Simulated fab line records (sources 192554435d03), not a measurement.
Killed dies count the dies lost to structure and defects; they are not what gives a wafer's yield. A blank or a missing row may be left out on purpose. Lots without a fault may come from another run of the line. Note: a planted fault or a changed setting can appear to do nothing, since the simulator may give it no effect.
Matching of chambers -- flow n5_finfet -- ald_sin-01 running N5_BEOL_M2_ALD_98: 3 sister chambers
The step deposits SiO2, target thk 2.5 nm, pulse time 1 s, co reactant pulse time 1 s. 24 wafers are shown with their chamber, then 10 later ones without.

== EACH WAFER AND ITS CHAMBER ==
wafer,chamber,heater_power_w (W),precursor_pulse_height_rel
L074.1,2,71,1.009
L074.2,3,75,0.989
L074.3,1,74,0.989
L074.4,1,72,1.018
L074.5,3,74,1.027
L074.6,2,71,0.992
L075.1,2,70,1.016
L075.3,3,76,1.005
L075.5,3,75,1.026
L076.2,1,71,0.997
L076.3,3,75,1.001
L076.5,2,70,0.992
L081.1,3,75,0.966
L081.3,2,72,0.987
L081.6,3,73,1.000
L082.2,2,71,1.006
L082.3,3,74,1.013
L082.5,3,74,1.017
L085.2,2,70,1.039
L085.3,3,76,1.017
L085.5,2,68,0.996
L088.2,2,69,0.992
L088.5,3,75,0.976
L088.6,2,68,0.963

SIGNATURES, as means of the wafers listed above
reading,chamber 1,chamber 2,chamber 3,scatter within a chamber
heater_power_w,72.33,70.00,74.73,1.17
precursor_pulse_height_rel,1.00133,0.99920,1.00336,0.0195
Rule: distance of a wafer from a chamber = root of the sum over the readings of ((wafer's reading minus chamber's mean) / reading's scatter) squared. If the next closest chamber is less than 2 further off than the closest, the wafer can't be placed; otherwise it belongs to the closest. The scatter is the square root of a quotient: the sum, over the shown wafers, of each reading's squared deviation from its chamber's mean, divided by wafers minus chambers.

== WAFERS WITH NO CHAMBER GIVEN ==
wafer,heater_power_w (W),precursor_pulse_height_rel
L090.1,70,0.978
L090.2,76,1.005
L095.2,70,0.986
L095.4,77,1.021
L096.2,77,0.995
L096.3,73,0.978
L096.5,69,1.004
L097.1,77,1.015
L097.3,75,0.981
L097.5,71,1.011

== WHICH CHAMBER EACH WENT THROUGH ==
wafer,from the rows above,in truth
L090.1,can't be placed: 2 or 1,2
L090.2,3,3
L095.2,can't be placed: 2 or 1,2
L095.4,can't be placed: 3 or 1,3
L096.2,3,3
L096.3,can't be placed: 1 or 3 or 2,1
L096.5,can't be placed: 2 or 1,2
L097.1,3,3
L097.3,can't be placed: 3 or 1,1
L097.5,can't be placed: 2 or 1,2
Correct placement for 3 of the 10. Unplaceable from these rows: 7, with the true chamber sitting among the candidates in 7. Number placed wrongly: 0.
